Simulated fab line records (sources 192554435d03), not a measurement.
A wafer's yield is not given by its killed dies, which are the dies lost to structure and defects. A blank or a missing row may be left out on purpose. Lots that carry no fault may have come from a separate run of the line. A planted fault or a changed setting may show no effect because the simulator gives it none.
Which of the tools did it? || flow n5-finfet || 25 wafers from 9 lots sampled at 6 of the route's 1938 steps

WHAT THE GAUGES READ, wafer by wafer
N5_HKMG_FIN_CD_MEAS_12 targets a cd of 92.8 nm. Usual: 92.7 nm for cd-nm, sd 0.45.
{"lot": "L991", "measured": "day 4 04:05", "on": "cd-sem-03", "cd-nm (nm)": "92.9 93.2 93.0", "flag": ""}
{"lot": "L992", "measured": "day 4 10:22", "on": "cd-sem-01", "cd-nm (nm)": "93.0 92.9 93.4", "flag": ""}
{"lot": "L994", "measured": "day 4 23:13", "on": "cd-sem-03", "cd-nm (nm)": "93.7 92.5 93.2", "flag": ""}
{"lot": "L998", "measured": "day 5 23:11", "on": "cd-sem-03", "cd-nm (nm)": "92.6 93.0 92.7", "flag": ""}
{"lot": "L100", "measured": "day 6 09:44", "on": "cd-sem-03", "cd-nm (nm)": "93.0 92.9 93.0", "flag": ""}
{"lot": "L101", "measured": "day 6 18:07", "on": "cd-sem-01", "cd-nm (nm)": "92.3 92.3 92.6", "flag": ""}
{"lot": "L102", "measured": "day 7 06:45", "on": "cd-sem-03", "cd-nm (nm)": "92.1 92.4 91.9", "flag": ""}
{"lot": "L109", "measured": "day 8 14:51", "on": "cd-sem-03", "cd-nm (nm)": "91.0 92.2", "flag": ""}
{"lot": "L111", "measured": "day 9 04:04", "on": "cd-sem-03", "cd-nm (nm)": "91.2 91.7", "flag": ""}

N5_BEOL_M4_RC_MEAS_101. Usual: DIBL_N 36.1 mV/V, standard deviation 1.3; DIBL_P 36.1 mV/V, standard deviation 1.7; IOFF_N 0.154 nA/um, standard deviation 0.022; IOFF_P 0.201 nA/um, standard deviation 0.024; ION_N 675 uA/um, standard deviation 8.9; ION_P 462 uA/um, standard deviation 5.9; SS_N 71.5 mV/dec, standard deviation 0.49; SS_P 73.3 mV/dec, standard deviation 0.58; VT_N 250.0 mV, standard deviation 2.7; VT_P -251.3 mV, standard deviation 2.7.
{"lot": "L991", "measured": "day 7 20:01", "on": "prober-01", "DIBL_N (mV/V)": "35.6 35.7 35.3", "DIBL_P (mV/V)": "34.7 34.9 34.9", "IOFF_N (nA/um)": "0.148 0.151 0.147", "IOFF_P (nA/um)": "0.194 0.200 0.196", "ION_N (uA/um)": "674 688 678", "ION_P (uA/um)": "468 470 463", "SS_N (mV/dec)": "71.6 72.3 72.2", "SS_P (mV/dec)": "73.1 73.5 72.6", "VT_N (mV)": "249.6 249.3 247.7", "VT_P (mV)": "-251.0 -249.6 -250.2", "flag": ""}
{"lot": "L992", "measured": "day 8 02:04", "on": "prober-02", "DIBL_N (mV/V)": "34.0 33.7 33.8", "DIBL_P (mV/V)": "33.8 33.7 33.5", "IOFF_N (nA/um)": "0.133 0.128 0.129", "IOFF_P (nA/um)": "0.171 0.170 0.167", "ION_N (uA/um)": "662 672 662", "ION_P (uA/um)": "449 464 456", "SS_N (mV/dec)": "71.7 71.9 71.2", "SS_P (mV/dec)": "72.9 73.1 72.6", "VT_N (mV)": "250.9 254.0 252.7", "VT_P (mV)": "-255.2 -254.0 -255.0", "flag": ""}
{"lot": "L994", "measured": "day 8 21:16", "on": "prober-02", "DIBL_N (mV/V)": "37.6 38.4 35.2", "DIBL_P (mV/V)": "37.2 38.5 34.9", "IOFF_N (nA/um)": "0.164 0.181 0.134", "IOFF_P (nA/um)": "0.216 0.235 0.184", "ION_N (uA/um)": "681 684 681", "ION_P (uA/um)": "468 468 466", "SS_N (mV/dec)": "71.6 72.1 71.5", "SS_P (mV/dec)": "73.5 73.9 73.4", "VT_N (mV)": "250.3 248.3 252.3", "VT_P (mV)": "-249.2 -249.2 -253.5", "flag": ""}
{"lot": "L998", "measured": "day 9 20:53", "on": "prober-02", "DIBL_N (mV/V)": "36.1 35.3 35.4", "DIBL_P (mV/V)": "34.8 33.5 33.9", "IOFF_N (nA/um)": "0.155 0.148 0.141", "IOFF_P (nA/um)": "0.202 0.184 0.189", "ION_N (uA/um)": "669 682 674", "ION_P (uA/um)": "464 462 465", "SS_N (mV/dec)": "71.9 72.0 71.2", "SS_P (mV/dec)": "72.5 72.7 73.1", "VT_N (mV)": "250.6 249.2 253.0", "VT_P (mV)": "-253.7 -254.6 -253.1", "flag": ""}
{"lot": "L100", "measured": "day 10 15:41", "on": "prober-02", "DIBL_N (mV/V)": "35.2 35.0 36.8", "DIBL_P (mV/V)": "34.1 35.0 36.7", "IOFF_N (nA/um)": "0.136 0.151 0.176", "IOFF_P (nA/um)": "0.174 0.192 0.218", "ION_N (uA/um)": "662 672 679", "ION_P (uA/um)": "452 460 462", "SS_N (mV/dec)": "71.4 71.7 71.6", "SS_P (mV/dec)": "72.9 73.4 74.1", "VT_N (mV)": "253.5 252.1 247.8", "VT_P (mV)": "-250.5 -250.9 -250.6", "flag": ""}
{"lot": "L101", "measured": "day 10 18:28", "on": "prober-01", "DIBL_N (mV/V)": "36.3 37.7 34.9", "DIBL_P (mV/V)": "35.6 37.2 33.8", "IOFF_N (nA/um)": "0.127 0.162 0.116", "IOFF_P (nA/um)": "0.182 0.205 0.165", "ION_N (uA/um)": "662 672 664", "ION_P (uA/um)": "455 460 455", "SS_N (mV/dec)": "71.1 71.3 70.9", "SS_P (mV/dec)": "72.7 74.0 72.9", "VT_N (mV)": "252.8 249.4 253.7", "VT_P (mV)": "-253.7 -252.9 -253.3", "flag": ""}
{"lot": "L102", "measured": "day 11 19:52", "on": "prober-02", "DIBL_N (mV/V)": "36.7 34.8 35.8", "DIBL_P (mV/V)": "37.2 33.9 36.8", "IOFF_N (nA/um)": "0.167 0.126 0.159", "IOFF_P (nA/um)": "0.223 0.174 0.221", "ION_N (uA/um)": "682 671 686", "ION_P (uA/um)": "467 460 473", "SS_N (mV/dec)": "71.5 70.7 71.5", "SS_P (mV/dec)": "73.8 72.4 73.1", "VT_N (mV)": "245.8 251.2 247.0", "VT_P (mV)": "-248.0 -251.6 -249.2", "flag": ""}
{"lot": "L109", "measured": "day 12 20:43", "on": "prober-02", "DIBL_N (mV/V)": "36.0 34.9", "DIBL_P (mV/V)": "36.7 35.4", "IOFF_N (nA/um)": "0.141 0.122", "IOFF_P (nA/um)": "0.183 0.162", "ION_N (uA/um)": "668 659", "ION_P (uA/um)": "455 453", "SS_N (mV/dec)": "70.9 70.7", "SS_P (mV/dec)": "73.6 72.5", "VT_N (mV)": "250.3 253.9", "VT_P (mV)": "-252.3 -256.0", "flag": ""}
{"lot": "L111", "measured": "day 13 05:14", "on": "prober-02", "DIBL_N (mV/V)": "38.8 38.5", "DIBL_P (mV/V)": "38.7 38.0", "IOFF_N (nA/um)": "0.206 0.195", "IOFF_P (nA/um)": "0.234 0.228", "ION_N (uA/um)": "693 696", "ION_P (uA/um)": "465 471", "SS_N (mV/dec)": "72.0 71.5", "SS_P (mV/dec)": "74.5 74.8", "VT_N (mV)": "246.4 247.9", "VT_P (mV)": "-251.8 -251.2", "flag": ""}

WHICH TOOL RAN EACH LOT (tool, then ch and the chambers of the sampled wafers, then the start)
{"lot": "L991", "N5_HKMG_FIN_ETCH_54": "rie-diel-01 ch 0,2, day 4 00:44", "N5_HKMG_FIN_PWFM_ALD_03": "ald-metal-04 ch 0,1,2, day 4 03:14", "N5_HKMG_FIN_DEVELOP_11": "litho-track-01 ch 0, day 4 04:01", "N5_HKMG_FIN_STRIP_34": "rie-diel-02 ch 1,3, day 4 04:27"}
{"lot": "L992", "N5_HKMG_FIN_ETCH_54": "rie-diel-01 ch 0,2,3, day 4 07:00", "N5_HKMG_FIN_PWFM_ALD_03": "ald-metal-04 ch 1,2,3, day 4 09:31", "N5_HKMG_FIN_DEVELOP_11": "litho-track-04 ch 0, day 4 10:18", "N5_HKMG_FIN_STRIP_34": "rie-diel-06 ch 1,3, day 4 10:44"}
{"lot": "L994", "N5_HKMG_FIN_ETCH_54": "rie-diel-06 ch 1,2, day 4 19:51", "N5_HKMG_FIN_PWFM_ALD_03": "ald-metal-04 ch 0,1,3, day 4 22:22", "N5_HKMG_FIN_DEVELOP_11": "litho-track-04 ch 0, day 4 23:09", "N5_HKMG_FIN_STRIP_34": "rie-diel-01 ch 1,2,3, day 4 23:58"}
{"lot": "L998", "N5_HKMG_FIN_ETCH_54": "rie-diel-01 ch 0,1,2, day 5 20:03", "N5_HKMG_FIN_PWFM_ALD_03": "ald-metal-01 ch 0,1,3, day 5 22:28", "N5_HKMG_FIN_DEVELOP_11": "litho-track-04 ch 0, day 5 23:07", "N5_HKMG_FIN_STRIP_34": "rie-diel-06 ch 0,1,3, day 5 23:33"}
{"lot": "L100", "N5_HKMG_FIN_ETCH_54": "rie-diel-01 ch 0,1,2, day 6 06:34", "N5_HKMG_FIN_PWFM_ALD_03": "ald-metal-02 ch 0,2,3, day 6 09:02", "N5_HKMG_FIN_DEVELOP_11": "litho-track-01 ch 0, day 6 09:41", "N5_HKMG_FIN_STRIP_34": "rie-diel-01 ch 0,1, day 6 10:07"}
{"lot": "L101", "N5_HKMG_FIN_ETCH_54": "rie-diel-06 ch 0,1,3, day 6 14:50", "N5_HKMG_FIN_PWFM_ALD_03": "ald-metal-01 ch 0,2, day 6 17:24", "N5_HKMG_FIN_DEVELOP_11": "litho-track-04 ch 0, day 6 18:03", "N5_HKMG_FIN_STRIP_34": "rie-diel-06 ch 0,2,3, day 6 18:32"}
{"lot": "L102", "N5_HKMG_FIN_ETCH_54": "rie-diel-02 ch 0,3, day 7 03:37", "N5_HKMG_FIN_PWFM_ALD_03": "ald-metal-01 ch 0,2, day 7 06:02", "N5_HKMG_FIN_DEVELOP_11": "litho-track-01 ch 0, day 7 06:41", "N5_HKMG_FIN_STRIP_34": "rie-diel-06 ch 1,2, day 7 07:07"}
{"lot": "L109", "N5_HKMG_FIN_ETCH_54": "rie-diel-06 ch 2,3, day 8 11:40", "N5_HKMG_FIN_PWFM_ALD_03": "ald-metal-02 ch 0,2, day 8 14:08", "N5_HKMG_FIN_DEVELOP_11": "litho-track-01 ch 0, day 8 14:47", "N5_HKMG_FIN_STRIP_34": "rie-diel-02 ch 1,3, day 8 15:32"}
{"lot": "L111", "N5_HKMG_FIN_ETCH_54": "rie-diel-02 ch 1,2, day 9 00:47", "N5_HKMG_FIN_PWFM_ALD_03": "ald-metal-04 ch 0,1, day 9 03:14", "N5_HKMG_FIN_DEVELOP_11": "litho-track-01 ch 0, day 9 04:01", "N5_HKMG_FIN_STRIP_34": "rie-diel-06 ch 1,2, day 9 04:26"}
- N5_HKMG_FIN_ETCH_54: etches SiARC in CF4, target depth 45.5 nm, time 75.8 s.
- N5_HKMG_FIN_PWFM_ALD_03: deposits TiN, target thk 2 nm, pulse time 1 s, purge time 3 s.
- N5_HKMG_FIN_DEVELOP_11: develop time 30 s.
- N5_HKMG_FIN_STRIP_34: strips in CF4.

AS READ BY THE TOOLS THEMSELVES (means over the sampled wafers that have a number; for cases with no such wafer, the mark the record gives instead)
N5_HKMG_FIN_ETCH_54. Usual: drypump-motor-current-A 5.7 A, standard deviation 0.34; etch-rf-on-time-s 75.2 s, standard deviation 1.1; oes-product-au 0.68 a.u., standard deviation 0.09; rf-vpp-V 184.1 V, standard deviation 1.1; showerhead-plenum-p-Torr 2.13 Torr, standard deviation 0.058; throttle-valve-pct 15.52 %, standard deviation 0.28.
{"lot": "L991", "tool": "rie-diel-01", "drypump-motor-current-A (A)": 5.3, "etch-rf-on-time-s (s)": 74.9, "oes-product-au (a.u.)": 0.65, "rf-vpp-V (V)": 182.9, "showerhead-plenum-p-Torr (Torr)": 2.11, "throttle-valve-pct (%)": 15.59, "flag": ""}
{"lot": "L992", "tool": "rie-diel-01", "drypump-motor-current-A (A)": 5.7, "etch-rf-on-time-s (s)": 76.3, "oes-product-au (a.u.)": 0.65, "rf-vpp-V (V)": 183.6, "showerhead-plenum-p-Torr (Torr)": 2.11, "throttle-valve-pct (%)": 15.57, "flag": ""}
{"lot": "L994", "tool": "rie-diel-06", "drypump-motor-current-A (A)": 5.7, "etch-rf-on-time-s (s)": 75.9, "oes-product-au (a.u.)": 0.60, "rf-vpp-V (V)": 183.8, "showerhead-plenum-p-Torr (Torr)": 2.12, "throttle-valve-pct (%)": 15.71, "flag": ""}
{"lot": "L998", "tool": "rie-diel-01", "drypump-motor-current-A (A)": 5.5, "etch-rf-on-time-s (s)": 76.1, "oes-product-au (a.u.)": 0.65, "rf-vpp-V (V)": 183.8, "showerhead-plenum-p-Torr (Torr)": 2.11, "throttle-valve-pct (%)": 15.68, "flag": ""}
{"lot": "L100", "tool": "rie-diel-01", "drypump-motor-current-A (A)": 5.5, "etch-rf-on-time-s (s)": 75.9, "oes-product-au (a.u.)": 0.64, "rf-vpp-V (V)": 184.5, "showerhead-plenum-p-Torr (Torr)": 2.11, "throttle-valve-pct (%)": 15.67, "flag": ""}
{"lot": "L101", "tool": "rie-diel-06", "drypump-motor-current-A (A)": 5.7, "etch-rf-on-time-s (s)": 75.9, "oes-product-au (a.u.)": 0.65, "rf-vpp-V (V)": 184.8, "showerhead-plenum-p-Torr (Torr)": 2.15, "throttle-valve-pct (%)": 15.55, "flag": ""}
{"lot": "L102", "tool": "rie-diel-02", "drypump-motor-current-A (A)": 5.7, "etch-rf-on-time-s (s)": 74.8, "oes-product-au (a.u.)": 0.63, "rf-vpp-V (V)": 184.8, "showerhead-plenum-p-Torr (Torr)": 2.22, "throttle-valve-pct (%)": 15.42, "flag": ""}
{"lot": "L109", "tool": "rie-diel-06", "drypump-motor-current-A (A)": 6.0, "etch-rf-on-time-s (s)": 75.0, "oes-product-au (a.u.)": 0.69, "rf-vpp-V (V)": 182.9, "showerhead-plenum-p-Torr (Torr)": 2.06, "throttle-valve-pct (%)": 15.56, "flag": ""}
{"lot": "L111", "tool": "rie-diel-02", "drypump-motor-current-A (A)": 5.7, "etch-rf-on-time-s (s)": 75.1, "oes-product-au (a.u.)": 0.76, "rf-vpp-V (V)": 184.0, "showerhead-plenum-p-Torr (Torr)": 2.09, "throttle-valve-pct (%)": 15.34, "flag": ""}

N5_HKMG_FIN_PWFM_ALD_03. Usual: heater-power-w 928 W, standard deviation 120; precursor-pulse-height-rel 1.000, standard deviation 0.02.
{"lot": "L991", "tool": "ald-metal-04", "heater-power-w (W)": 814, "precursor-pulse-height-rel": 0.989, "flag": ""}
{"lot": "L992", "tool": "ald-metal-04", "heater-power-w (W)": 821, "precursor-pulse-height-rel": 1.005, "flag": ""}
{"lot": "L994", "tool": "ald-metal-04", "heater-power-w (W)": 862, "precursor-pulse-height-rel": 1.001, "flag": ""}
{"lot": "L998", "tool": "ald-metal-01", "heater-power-w (W)": 886, "precursor-pulse-height-rel": 1.022, "flag": ""}
{"lot": "L100", "tool": "ald-metal-02", "heater-power-w (W)": 1108, "precursor-pulse-height-rel": 1.009, "flag": ""}
{"lot": "L101", "tool": "ald-metal-01", "heater-power-w (W)": 880, "precursor-pulse-height-rel": 1.012, "flag": ""}
{"lot": "L102", "tool": "ald-metal-01", "heater-power-w (W)": 876, "precursor-pulse-height-rel": 1.018, "flag": ""}
{"lot": "L109", "tool": "ald-metal-02", "heater-power-w (W)": 1044, "precursor-pulse-height-rel": 0.999, "flag": ""}
{"lot": "L111", "tool": "ald-metal-04", "heater-power-w (W)": 829, "precursor-pulse-height-rel": 0.986, "flag": ""}

N5_HKMG_FIN_STRIP_34. Usual: bias-power-w 74.99 W, standard deviation 0.23; drypump-motor-current-A 5.7 A, standard deviation 0.34; oes-product-au 0.77 a.u., standard deviation 0.093; rf-vpp-V 271.1 V, standard deviation 1.5; showerhead-plenum-p-Torr 1.79 Torr, standard deviation 0.054; throttle-valve-pct 13.50 %, standard deviation 0.26.
{"lot": "L991", "tool": "rie-diel-02", "bias-power-w (W)": 74.85, "drypump-motor-current-A (A)": 5.6, "oes-product-au (a.u.)": 0.70, "rf-vpp-V (V)": 270.8, "showerhead-plenum-p-Torr (Torr)": 1.80, "throttle-valve-pct (%)": 13.65, "flag": ""}
{"lot": "L992", "tool": "rie-diel-06", "bias-power-w (W)": 74.93, "drypump-motor-current-A (A)": 5.8, "oes-product-au (a.u.)": 0.74, "rf-vpp-V (V)": 270.9, "showerhead-plenum-p-Torr (Torr)": 1.77, "throttle-valve-pct (%)": 13.54, "flag": ""}
{"lot": "L994", "tool": "rie-diel-01", "bias-power-w (W)": 74.92, "drypump-motor-current-A (A)": 5.9, "oes-product-au (a.u.)": 0.77, "rf-vpp-V (V)": 270.0, "showerhead-plenum-p-Torr (Torr)": 1.77, "throttle-valve-pct (%)": 13.60, "flag": ""}
{"lot": "L998", "tool": "rie-diel-06", "bias-power-w (W)": 75.12, "drypump-motor-current-A (A)": 5.7, "oes-product-au (a.u.)": 0.76, "rf-vpp-V (V)": 272.4, "showerhead-plenum-p-Torr (Torr)": 1.80, "throttle-valve-pct (%)": 13.52, "flag": ""}
{"lot": "L100", "tool": "rie-diel-01", "bias-power-w (W)": 75.01, "drypump-motor-current-A (A)": 5.3, "oes-product-au (a.u.)": 0.67, "rf-vpp-V (V)": 270.1, "showerhead-plenum-p-Torr (Torr)": 1.77, "throttle-valve-pct (%)": 13.95, "flag": ""}
{"lot": "L101", "tool": "rie-diel-06", "bias-power-w (W)": 74.79, "drypump-motor-current-A (A)": 5.7, "oes-product-au (a.u.)": 0.83, "rf-vpp-V (V)": 271.0, "showerhead-plenum-p-Torr (Torr)": 1.79, "throttle-valve-pct (%)": 13.45, "flag": ""}
{"lot": "L102", "tool": "rie-diel-06", "bias-power-w (W)": 75.14, "drypump-motor-current-A (A)": 5.7, "oes-product-au (a.u.)": 0.86, "rf-vpp-V (V)": 270.3, "showerhead-plenum-p-Torr (Torr)": 1.77, "throttle-valve-pct (%)": 13.37, "flag": ""}
{"lot": "L109", "tool": "rie-diel-02", "bias-power-w (W)": 75.03, "drypump-motor-current-A (A)": 5.5, "oes-product-au (a.u.)": 0.80, "rf-vpp-V (V)": 270.5, "showerhead-plenum-p-Torr (Torr)": 1.80, "throttle-valve-pct (%)": 13.39, "flag": ""}
{"lot": "L111", "tool": "rie-diel-06", "bias-power-w (W)": 74.98, "drypump-motor-current-A (A)": 5.7, "oes-product-au (a.u.)": 0.81, "rf-vpp-V (V)": 271.5, "showerhead-plenum-p-Torr (Torr)": 1.77, "throttle-valve-pct (%)": 13.45, "flag": ""}

THE ANSWER, worked out from the rows above alone
Rule: a lot counts as off when the mean over its wafers that have a number is more than 3 standard deviations away from the usual mean. Also off: a lot with no number at a reading for which 4 or more lots have one. Any other lot the step has rows for is counted as sound. The gauges are gone through in route order, then the tools' own readings, and for those a lot's mean is taken as printed above. The first step at which some lot is off is used, and at that step the reading that is off furthest; a lot without a number counts as furthest.
Across all readings shown, no lot is off: no conclusion can be drawn from this.

WHAT THE SIMULATOR PUT IN
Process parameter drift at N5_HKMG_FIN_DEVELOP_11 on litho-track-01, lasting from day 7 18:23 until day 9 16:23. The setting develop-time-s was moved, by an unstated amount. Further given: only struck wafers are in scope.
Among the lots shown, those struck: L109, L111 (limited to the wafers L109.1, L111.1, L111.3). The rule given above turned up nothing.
